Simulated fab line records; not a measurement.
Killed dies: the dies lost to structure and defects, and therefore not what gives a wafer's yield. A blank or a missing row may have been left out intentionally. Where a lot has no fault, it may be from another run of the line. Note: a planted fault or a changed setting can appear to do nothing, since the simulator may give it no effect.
fab line records -- flow nandHarc
record: lots: 14, wafers: 42, lastDay: 25
route steps=1159 shown A_ZERO_WELL@412 A_SOURCE_PLATE@423 A_ONON_D1@443 A_CHANNEL_HOLE_D1@450 END@1159
lots with no fault: from the same line, run without faults
startH: hours from the record's first day to the start of the lot's first wafer shown -- waitH: hours from the lot's prior step to this one -- " repeats the value in the row above -- L1.1+2: a single row standing in for several wafers -- - no value, or no start was given -- * or withheld: withheld -- < > ~ a bound
route shown NAME@n: names a module that has steps shown in the file, with the first one's number in the route -- usual: mean/standard deviation of fault-free wafers -- same: alike in all rows -- chamber/n: place in a boat -- sites: the reading at each site -- _std_site: standard deviation across them -- _edge_site: inner sites' mean taken away from outer sites' mean -- radiusMm: how far each site lies from the wafer's centre -- mask NAME#n: copy n -- behind: the most recent tool/chamber to have shaped the wafer -- hold: cause of the lot's hold/its duration in hours/its outcome -- device: whichever transistor did not switch (one of n, p or np) -- end of line: at the end of the route, the tests of the same wafers -- a step with no rows: only its recipe -- killed: dies lost to structure and defects at the first sort, not the wafer's yield -- map: a wafer's dies, marking killed ones x, the rest . and places with no die _
set.NAME: the setting that was run; set.NAME@STEP: the one run at that earlier step -- model.NAME: the simulator's own value behind a step, which no gauge read
one table for each step of the route and one row for each wafer, over a sample of lots
services: a tool's chamber out of use, with start hour (startH, from the record's first day; less than 0 if before it), hours out, and reason
== steps ==
step: NHARC_A_ZERO_WELL_INSPECT_17
usual: rawDefectCount: 11/5.1
lot.wafer,tool,chamber,startH,waitH,rawDefectCount
L911.3,defectInspect-02,-,140.15,0.1,8
L911.4,defectInspect-02,-,140.15,0.1,7
L911.5,defectInspect-02,-,140.15,0.1,7
L913.2,defectInspect-01,-,146.46,0.1,9
L913.3,defectInspect-01,-,146.46,0.1,13
L913.6,defectInspect-01,-,146.46,0.1,21
L912.2,defectInspect-01,-,146.83,0.1,10
L912.4,defectInspect-01,-,146.83,0.1,20
L912.5,defectInspect-01,-,146.83,0.1,16
L917.2,defectInspect-02,-,171.42,0.1,9
L917.5,defectInspect-02,-,171.42,0.1,25
L917.6,defectInspect-02,-,171.42,0.1,11
L925.1,defectInspect-01,-,209.63,0.2,14
L925.3,defectInspect-01,-,209.63,0.2,9
L925.6,defectInspect-01,-,209.63,0.2,5
L923.2,defectInspect-02,-,211.92,0.1,12
L923.3,defectInspect-02,-,211.92,0.1,18
L923.5,defectInspect-02,-,211.92,0.1,6
L926.3,defectInspect-02,-,229.75,0.1,11
L926.5,defectInspect-02,-,229.75,0.1,6
L926.6,defectInspect-02,-,229.75,0.1,5
L928.3,defectInspect-02,-,233.27,0.1,11
L928.4,defectInspect-02,-,233.27,0.1,5
L928.5,defectInspect-02,-,233.27,0.1,15
L927.1,defectInspect-01,-,234.11,0.2,9
L927.4,defectInspect-01,-,234.11,0.2,9
L927.5,defectInspect-01,-,234.11,0.2,14
L930.1,defectInspect-01,-,245.86,0.2,6
L930.3,defectInspect-01,-,245.86,0.2,12
L930.5,defectInspect-01,-,245.86,0.2,9
L929.3,defectInspect-01,-,251.90,0.1,4
L929.5,defectInspect-01,-,251.90,0.1,7
L929.6,defectInspect-01,-,251.90,0.1,4
L931.1,defectInspect-01,-,256.10,0.2,11
L931.3,defectInspect-01,-,256.10,0.2,10
L931.6,defectInspect-01,-,256.10,0.2,10
L934.1,defectInspect-01,-,269.79,0.2,15
L934.2,defectInspect-01,-,269.79,0.2,11
L934.6,defectInspect-01,-,269.79,0.2,7
L932.1,defectInspect-01,-,270.36,0.2,8
L932.3,defectInspect-01,-,270.36,0.2,6
L932.5,defectInspect-01,-,270.36,0.2,9
step: NHARC_A_SOURCE_PLATE_INSPECT_08
usual: rawDefectCount: 59/23
lot.wafer,tool,chamber,startH,waitH,rawDefectCount
L911.3,defectInspect-01,-,161.82,0.0,57
L911.4,defectInspect-01,-,161.82,0.0,67
L911.5,defectInspect-01,-,161.82,0.0,88
L913.2,defectInspect-02,-,170.07,0.0,96
L913.3,defectInspect-02,-,170.07,0.0,57
L913.6,defectInspect-02,-,170.07,0.0,88
L912.2,defectInspect-01,-,170.08,0.0,38
L912.4,defectInspect-01,-,170.08,0.0,101
L912.5,defectInspect-01,-,170.08,0.0,61
L917.2,defectInspect-01,-,192.08,0.0,77
L917.5,defectInspect-01,-,192.08,0.0,112
L917.6,defectInspect-01,-,192.08,0.0,62
L923.2,defectInspect-01,-,230.42,0.0,56
L923.3,defectInspect-01,-,230.42,0.0,63
L923.5,defectInspect-01,-,230.42,0.0,36
L925.1,defectInspect-02,-,230.44,0.0,64
L925.3,defectInspect-02,-,230.44,0.0,71
L925.6,defectInspect-02,-,230.44,0.0,49
L926.3,defectInspect-02,-,250.31,0.0,128
L926.5,defectInspect-02,-,250.31,0.0,72
L926.6,defectInspect-02,-,250.31,0.0,84
L927.1,defectInspect-01,-,254.36,0.0,79
L927.4,defectInspect-01,-,254.36,0.0,53
L927.5,defectInspect-01,-,254.36,0.0,87
L928.3,defectInspect-02,-,254.36,0.0,43
L928.4,defectInspect-02,-,254.36,0.0,84
L928.5,defectInspect-02,-,254.36,0.0,132
L930.1,defectInspect-01,-,267.44,0.0,22
L930.3,defectInspect-01,-,267.44,0.0,76
L930.5,defectInspect-01,-,267.44,0.0,68
L929.3,defectInspect-01,-,272.35,0.0,47
L929.5,defectInspect-01,-,272.35,0.0,74
L929.6,defectInspect-01,-,272.35,0.0,41
L931.1,defectInspect-02,-,276.46,0.0,58
L931.3,defectInspect-02,-,276.46,0.0,49
L931.6,defectInspect-02,-,276.46,0.0,33
L934.1,defectInspect-02,-,291.07,0.0,89
L934.2,defectInspect-02,-,291.07,0.0,91
L934.6,defectInspect-02,-,291.07,0.0,64
L932.1,defectInspect-01,-,291.07,0.0,52
L932.3,defectInspect-01,-,291.07,0.0,77
L932.5,defectInspect-01,-,291.07,0.0,63
step: NHARC_A_ONON_D1_THK_MEAS_27
recipe: thkMeasGauge: ellipsometry
usual: thkNm: 996/8.7
lot.wafer,tool,chamber,startH,waitH,thkNm
L911.3,filmMetro-01,-,174.44,-,994
L911.4,filmMetro-01,-,174.44,-,997
L911.5,filmMetro-01,-,174.44,-,996
L912.2,filmMetro-02,-,182.05,-,985
L912.4,filmMetro-02,-,182.05,-,983
L912.5,filmMetro-02,-,182.05,-,984
L913.2,filmMetro-01,-,182.06,-,1003
L913.3,filmMetro-01,-,182.06,-,1004
L913.6,filmMetro-01,-,182.06,-,1003
L917.2,filmMetro-02,-,203.78,-,988
L917.5,filmMetro-02,-,203.78,-,988
L917.6,filmMetro-02,-,203.78,-,988
L923.2,filmMetro-02,-,244.70,-,996
L923.3,filmMetro-02,-,244.70,-,996
L923.5,filmMetro-02,-,244.70,-,995
L925.1,filmMetro-02,-,244.72,-,985
L925.3,filmMetro-02,-,244.72,-,984
L925.6,filmMetro-02,-,244.72,-,985
L926.3,filmMetro-01,-,261.98,-,1004
L926.5,filmMetro-01,-,261.98,-,1005
L926.6,filmMetro-01,-,261.98,-,1006
L927.1,filmMetro-02,-,266.94,-,986
L927.4,filmMetro-02,-,266.94,-,986
L927.5,filmMetro-02,-,266.94,-,986
L928.3,filmMetro-02,-,266.95,-,993
L928.4,filmMetro-02,-,266.95,-,990
L928.5,filmMetro-02,-,266.95,-,991
L929.3,filmMetro-02,-,281.83,-,978
L929.5,filmMetro-02,-,281.83,-,979
L929.6,filmMetro-02,-,281.83,-,979
L930.1,filmMetro-01,-,281.85,-,995
L930.3,filmMetro-01,-,281.85,-,994
L930.5,filmMetro-01,-,281.85,-,995
L931.1,filmMetro-01,-,289.42,-,993
L931.3,filmMetro-01,-,289.42,-,993
L931.6,filmMetro-01,-,289.42,-,992
L934.1,filmMetro-02,-,304.93,-,992
L934.2,filmMetro-02,-,304.93,-,992
L934.6,filmMetro-02,-,304.93,-,991
L932.1,filmMetro-02,-,305.11,-,1003
L932.3,filmMetro-02,-,305.11,-,1003
L932.5,filmMetro-02,-,305.11,-,1003
step: NHARC_A_CHANNEL_HOLE_D1_DEP_00
recipe: targetThkA: 31000, tempC: 400, material: aC
usual: throttleValvePct: 35.000/0.0092
lot.wafer,tool,chamber,startH,waitH,throttleValvePct
L911.3,aclDep-03,0,177.17,1.6,35.003
L911.4,aclDep-03,0,177.17,1.6,35.006
L911.5,aclDep-03,0,177.17,1.6,35.001
L912.2,aclDep-03,0,183.55,0.4,34.984
L912.4,aclDep-03,0,183.55,0.4,35.008
L912.5,aclDep-03,0,183.55,0.4,35.003
L913.2,aclDep-01,0,183.56,0.4,34.988
L913.3,aclDep-01,0,183.56,0.4,35.008
L913.6,aclDep-01,0,183.56,0.4,34.996
L917.2,aclDep-03,0,205.28,0.4,35.015
L917.5,aclDep-03,0,205.28,0.4,35.011
L917.6,aclDep-03,0,205.28,0.4,34.991
L917.2,aclDep-03,0,207.43,1.8,35.006
L917.5,aclDep-03,0,207.43,1.8,35.014
L917.6,aclDep-03,0,207.43,1.8,35.000
L925.1,aclDep-02,0,245.93,0.1,35.002
L925.3,aclDep-02,0,245.93,0.1,35.003
L925.6,aclDep-02,0,245.93,0.1,34.987
L923.2,aclDep-03,0,246.19,0.4,34.991
L923.3,aclDep-03,0,246.19,0.4,34.987
L923.5,aclDep-03,0,246.19,0.4,34.983
L923.2,aclDep-02,0,248.34,1.8,35.010
L923.3,aclDep-02,0,248.34,1.8,35.008
L923.5,aclDep-02,0,248.34,1.8,34.996
L926.3,aclDep-02,0,263.78,0.7,35.008
L926.5,aclDep-02,0,263.78,0.7,35.001
L926.6,aclDep-02,0,263.78,0.7,35.006
L927.1,aclDep-01,0,268.99,0.9,34.989
L927.4,aclDep-01,0,268.99,0.9,34.997
L927.5,aclDep-01,0,268.99,0.9,34.998
L928.3,aclDep-03,0,269.70,1.5,34.993
L928.4,aclDep-03,0,269.70,1.5,34.982
L928.5,aclDep-03,0,269.70,1.5,35.018
L930.1,aclDep-02,0,283.15,0.1,35.000
L930.3,aclDep-02,0,283.15,0.1,35.008
L930.5,aclDep-02,0,283.15,0.1,35.003
L929.3,aclDep-01,0,283.69,0.7,35.001
L929.5,aclDep-01,0,283.69,0.7,34.992
L929.6,aclDep-01,0,283.69,0.7,35.011
L931.1,aclDep-02,0,290.64,0.1,35.008
L931.3,aclDep-02,0,290.64,0.1,35.002
L931.6,aclDep-02,0,290.64,0.1,35.028
L934.1,aclDep-03,0,306.26,0.1,34.982
L934.2,aclDep-03,0,306.26,0.1,34.988
L934.6,aclDep-03,0,307.84,1.6,35.006
L932.1,aclDep-02,0,306.92,0.6,35.001
L932.3,aclDep-02,0,306.92,0.6,35.011
L932.5,aclDep-02,0,306.92,0.6,35.011
step: NHARC_END_SORT_01
recipe: tempC: 25
usual: killedAtArray: 28/11, killedAtOther: 0.7/1.1, killedAtPeriphery: 2.9/2, killedDies: 32/11, killedOpen: 3.2/1.8, killedShort: 2.0/1.4
same: grossDies: 677
lot.wafer,tool,chamber,startH,waitH,killedAtArray,killedAtOther,killedAtPeriphery,killedDies,killedOpen,killedShort
L913.2,prober-01,0,444.14,2.8,7,2,1,10,3,1
L913.3,prober-01,0,444.95,3.1,10,0,2,12,0,0
L913.6,prober-01,0,447.36,4.0,7,1,3,11,1,2
L917.2,prober-02,0,467.51,2.8,674,0,3,677,3,0
L917.5,prober-02,0,469.93,3.7,676,0,1,677,2,2
L917.6,prober-02,0,470.74,4.0,674,0,3,677,5,3
L923.2,prober-02,0,510.78,2.7,674,0,3,677,2,1
L923.3,prober-02,0,511.57,3.1,676,0,1,677,3,3
L923.5,prober-02,0,513.16,3.7,676,0,1,677,2,1
L926.3,prober-01,0,518.67,3.1,35,0,4,39,2,2
L926.5,prober-01,0,520.26,3.7,43,0,2,45,1,3
L926.6,prober-01,0,521.06,4.0,34,0,3,37,4,0
L927.1,prober-02,0,534.01,2.5,31,0,3,34,2,4
L927.4,prober-02,0,536.43,3.4,29,2,3,34,3,2
L927.5,prober-02,0,537.24,3.7,30,2,3,35,3,1
L928.3,prober-01,0,535.62,3.1,24,0,3,27,1,1
L928.4,prober-01,0,536.41,3.4,23,0,3,26,1,4
L928.5,prober-01,0,537.21,3.7,41,1,3,45,5,1
L930.5,prober-01,0,551.09,3.7,20,0,5,25,6,1
L929.3,prober-02,0,549.54,3.1,54,0,3,57,2,1
L929.5,prober-02,0,551.14,3.7,43,0,2,45,2,3
L929.6,prober-02,0,551.94,4.0,45,0,0,45,1,1
L931.1,prober-01,0,556.03,2.5,57,1,4,62,2,4
L931.3,prober-01,0,557.64,3.1,51,0,8,59,3,3
L931.6,prober-01,0,560.06,4.0,50,0,8,58,6,5
killed by level:class
L913.2 A_STAIRCASE:chamberFilmFlake=3 A_BLC:geometricParticle:open=2 A_CHANNEL_FILL_D1:geometricParticle:open=1 P_GATE:chamberFilmFlake=1 STARTING-WAFER:geometricParticle:short=1 A_SLIT:chamberFilmFlake=1 HYBRID_BOND:chamberFilmFlake=1
L913.3 A_CHANNEL_HOLE_D1:chamberFilmFlake=3 A_STAIRCASE:chamberFilmFlake=3 A_SLIT:chamberFilmFlake=2 A_CONTACT:chamberFilmFlake=2 P_ZERO_WELL:chamberFilmFlake=1 P_GATE:chamberFilmFlake=1
L913.6 A_STAIRCASE:chamberFilmFlake=3 A_ZERO_WELL:chamberFilmFlake=2 P_M0:geometricParticle:open=1 A_SGD_CUT:geometricParticle:short=1 STARTING-WAFER:geometricParticle:short=1 P_GATE:chamberFilmFlake=1 P_CONTACT:chamberFilmFlake=1 A_CHANNEL_HOLE_D1:chamberFilmFlake=1
L917.2 A_CHANNEL_HOLE_D1:areaDep=648 A_CHANNEL_HOLE_D1:chamberFilmFlake=16 A_CONTACT:chamberFilmFlake=4 P_GATE:chamberFilmFlake=2 A_BONDPAD:chamberFilmFlake=2 P_M1:geometricParticle:open=1 A_SGD_CUT:geometricParticle:open=1 A_M1:geometricParticle:open=1
L917.5 A_CHANNEL_HOLE_D1:areaDep=651 A_CHANNEL_HOLE_D1:chamberFilmFlake=12 A_CONTACT:chamberFilmFlake=5 A_STAIRCASE:chamberFilmFlake=3 A_WL_FILL:geometricParticle:open=2 A_ONON_D1:geometricParticle:short=1 A_CHANNEL_HOLE_D1:geometricParticle:short=1 P_ZERO_WELL:chamberFilmFlake=1
L917.6 A_CHANNEL_HOLE_D1:areaDep=643 A_CHANNEL_HOLE_D1:chamberFilmFlake=13 A_CONTACT:chamberFilmFlake=6 A_STAIRCASE:chamberFilmFlake=3 A_CONTACT:geometricParticle:open=2 P_CONTACT:geometricParticle:open=1 A_CONTACT:geometricParticle:short=1 A_BLC:geometricParticle:open=1
L923.2 A_CHANNEL_HOLE_D1:areaDep=664 A_CONTACT:chamberFilmFlake=3 A_CHANNEL_HOLE_D1:chamberFilmFlake=2 P_M0:geometricParticle:open=1 A_ONON_D1:geometricParticle:short=1 A_CHANNEL_FILL_D1:geometricParticle:open=1 P_STI:chamberFilmFlake=1 P_M1:chamberFilmFlake=1
L923.3 A_CHANNEL_HOLE_D1:areaDep=662 A_CHANNEL_HOLE_D1:chamberFilmFlake=3 A_CONTACT:chamberFilmFlake=3 A_SGD_CUT:chamberFilmFlake=2 P_M1:geometricParticle:open=1 A_ONON_D1:geometricParticle:short=1 A_CHANNEL_HOLE_D1:geometricParticle:short=1 A_SLIT:geometricParticle:open=1
L923.5 A_CHANNEL_HOLE_D1:areaDep=665 A_CHANNEL_HOLE_D1:chamberFilmFlake=5 A_SGD_CUT:chamberFilmFlake=2 P_BONDPAD:geometricParticle:open=1 A_BLC:geometricParticle:open=1 A_M1:geometricParticle:short=1 A_WL_FILL:chamberFilmFlake=1 A_CONTACT:chamberFilmFlake=1
L926.3 A_CHANNEL_HOLE_D1:chamberFilmFlake=15 A_SLIT:chamberFilmFlake=11 A_CONTACT:chamberFilmFlake=5 P_ZERO_WELL:chamberFilmFlake=3 P_CONTACT:geometricParticle:open=1 A_ONON_D1:geometricParticle:short=1 A_M0:geometricParticle:open=1 A_M0:geometricParticle:short=1
L926.5 A_CHANNEL_HOLE_D1:chamberFilmFlake=22 A_SLIT:chamberFilmFlake=13 A_CONTACT:chamberFilmFlake=3 A_STAIRCASE:chamberFilmFlake=2 P_GATE:geometricParticle:short=1 P_CONTACT:geometricParticle:short=1 A_ONON_D1:geometricParticle:open=1 A_WL_FILL:geometricParticle:short=1
L926.6 A_CHANNEL_HOLE_D1:chamberFilmFlake=17 A_SLIT:chamberFilmFlake=9 A_CONTACT:chamberFilmFlake=5 P_CONTACT:geometricParticle:open=1 P_M0:geometricParticle:open=1 A_CONTACT:geometricParticle:open=1 A_M0:geometricParticle:open=1 P_GATE:chamberFilmFlake=1
L927.1 A_SLIT:chamberFilmFlake=11 A_STAIRCASE:chamberFilmFlake=7 A_CONTACT:chamberFilmFlake=5 A_CHANNEL_HOLE_D1:chamberFilmFlake=3 P_ZERO_WELL:chamberFilmFlake=2 P_ZERO_WELL:geometricParticle:open=1 A_ONON_D1:geometricParticle:short=1 A_CHANNEL_FILL_D1:geometricParticle:short=1
L928.3 A_CHANNEL_HOLE_D1:chamberFilmFlake=14 A_SGD_CUT:chamberFilmFlake=4 A_STAIRCASE:chamberFilmFlake=2 A_STAIRCASE:geometricParticle:short=1 A_M0:geometricParticle:open=1 P_ZERO_WELL:chamberFilmFlake=1 P_STI:chamberFilmFlake=1 P_BONDPAD:chamberFilmFlake=1
L928.4 A_CHANNEL_HOLE_D1:chamberFilmFlake=14 A_SGD_CUT:chamberFilmFlake=3 A_ONON_D1:geometricParticle:short=2 P_STI:chamberFilmFlake=2 A_STAIRCASE:chamberFilmFlake=2 P_GATE:geometricParticle:open=1 A_CHANNEL_FILL_D1:geometricParticle:short=1 A_WL_FILL:geometricParticle:short=1
L927.4 A_SLIT:chamberFilmFlake=16 A_CONTACT:geometricParticle:open=3 A_CONTACT:chamberFilmFlake=3 P_ZERO_WELL:chamberFilmFlake=2 A_CHANNEL_HOLE_D1:chamberFilmFlake=2 A_STAIRCASE:chamberFilmFlake=2 THIN_TSV:chamberFilmFlake=2 A_ONON_D1:geometricParticle:short=1
L928.5 A_CHANNEL_HOLE_D1:chamberFilmFlake=23 A_STAIRCASE:chamberFilmFlake=6 A_WL_FILL:chamberFilmFlake=3 A_CONTACT:chamberFilmFlake=2 P_GATE:geometricParticle:open=1 P_CONTACT:geometricParticle:open=1 A_CHANNEL_HOLE_D1:geometricParticle:open=1 A_STAIRCASE:geometricParticle:short=1
L927.5 A_SLIT:chamberFilmFlake=13 A_STAIRCASE:chamberFilmFlake=7 A_CONTACT:chamberFilmFlake=5 P_ZERO_WELL:chamberFilmFlake=3 A_CHANNEL_HOLE_D1:chamberFilmFlake=2 A_CHANNEL_FILL_D1:geometricParticle:open=1 A_CONTACT:geometricParticle:short=1 A_M0:geometricParticle:open=1
L929.3 A_CHANNEL_HOLE_D1:chamberFilmFlake=22 A_SLIT:chamberFilmFlake=20 A_CONTACT:chamberFilmFlake=6 A_STAIRCASE:chamberFilmFlake=4 P_CONTACT:geometricParticle:open=1 P_M1:geometricParticle:open=1 A_SOURCE_PLATE:geometricParticle:short=1 P_GATE:chamberFilmFlake=1
L930.5 A_CHANNEL_HOLE_D1:chamberFilmFlake=5 A_WL_FILL:chamberFilmFlake=4 A_M0:chamberFilmFlake=4 A_SOURCE_PLATE:geometricParticle:open=3 P_GATE:chamberFilmFlake=2 A_CONTACT:chamberFilmFlake=2 P_CONTACT:geometricParticle:open=1 P_M0:geometricParticle:open=1
L929.5 A_CHANNEL_HOLE_D1:chamberFilmFlake=23 A_SLIT:chamberFilmFlake=12 A_CONTACT:chamberFilmFlake=3 P_STI:geometricParticle:open=1 P_M0:geometricParticle:open=1 A_CHANNEL_HOLE_D1:geometricParticle:short=1 A_CHANNEL_FILL_D1:geometricParticle:short=1 A_WL_FILL:geometricParticle:short=1
L929.6 A_CHANNEL_HOLE_D1:chamberFilmFlake=23 A_SLIT:chamberFilmFlake=11 A_CONTACT:chamberFilmFlake=8 A_CHANNEL_FILL_D1:geometricParticle:short=1 A_CHANNEL_FILL_D1:geometricParticle:open=1 A_WL_FILL:chamberFilmFlake=1
L931.1 A_CHANNEL_HOLE_D1:chamberFilmFlake=24 A_SLIT:chamberFilmFlake=18 A_CONTACT:chamberFilmFlake=9 A_CONTACT:geometricParticle:open=2 P_GATE:chamberFilmFlake=2 P_GATE:geometricParticle:short=1 A_ONON_D1:geometricParticle:short=1 A_CONTACT:geometricParticle:short=1
L931.3 A_CHANNEL_HOLE_D1:chamberFilmFlake=20 A_SLIT:chamberFilmFlake=17 A_CONTACT:chamberFilmFlake=10 P_M0:chamberFilmFlake=3 P_GATE:chamberFilmFlake=2 P_M0:geometricParticle:open=1 P_M0:geometricParticle:short=1 A_CHANNEL_HOLE_D1:geometricParticle:short=1
L931.6 A_CHANNEL_HOLE_D1:chamberFilmFlake=19 A_SLIT:chamberFilmFlake=12 A_CONTACT:chamberFilmFlake=11 P_M0:chamberFilmFlake=4 A_CONTACT:geometricParticle:open=2 A_M0:geometricParticle:short=2 P_STI:geometricParticle:short=1 P_GATE:geometricParticle:open=1
== services ==
tool,chamber,startH,hours,kind
aclDep-02,-,168.68,13.0,pm
aclDep-03,-,223.24,13.0,pm
aclDep-01,-,294.03,13.0,pm
== key ==
firstSign: step: NHARC_A_CHANNEL_HOLE_D1_DEP_00, reading: visit, direction: added
effect: step: NHARC_END_SORT_01, reading: killedAtArray, direction: up, sigmas: 59, usual: 28, struck: 675
moreKillsBornAt: NHARC_A_CHANNEL_HOLE_D1_DEP_00@aclDep-02: 1991, NHARC_A_CHANNEL_HOLE_D1_DEP_00@aclDep-03: 1942
metAt NHARC_A_CHANNEL_HOLE_D1_DEP_00
struckLots L917,L923
laterRowsLeftOut L917.2,L917.5,L917.6,L923.2,L923.3,L923.5
testerLeftOut L917,L923
notActingAt NHARC_A_ZERO_WELL_INSPECT_17,NHARC_A_SOURCE_PLATE_INSPECT_08,NHARC_A_ONON_D1_THK_MEAS_27
fault: kind: repeatedStepWhole, tool: aclDep-01,aclDep-02,aclDep-03, chamber: -, onsetH: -, steps: NHARC_A_CHANNEL_HOLE_D1_DEP_00, times: 1, scope: struckLotsOnly
testerLeftOut: of these lots the tester's yield and bins aren't shown, on N5 and GAA mostly nor the transistor test; their killed dies are dies lost to structure and defects alone, not to doping, threshold or leakage, so they don't give the yield
laterRowsLeftOut: the simulator's readings of these wafers behind a module that went badly wrong aren't trusted and aren't shown, but for the sort
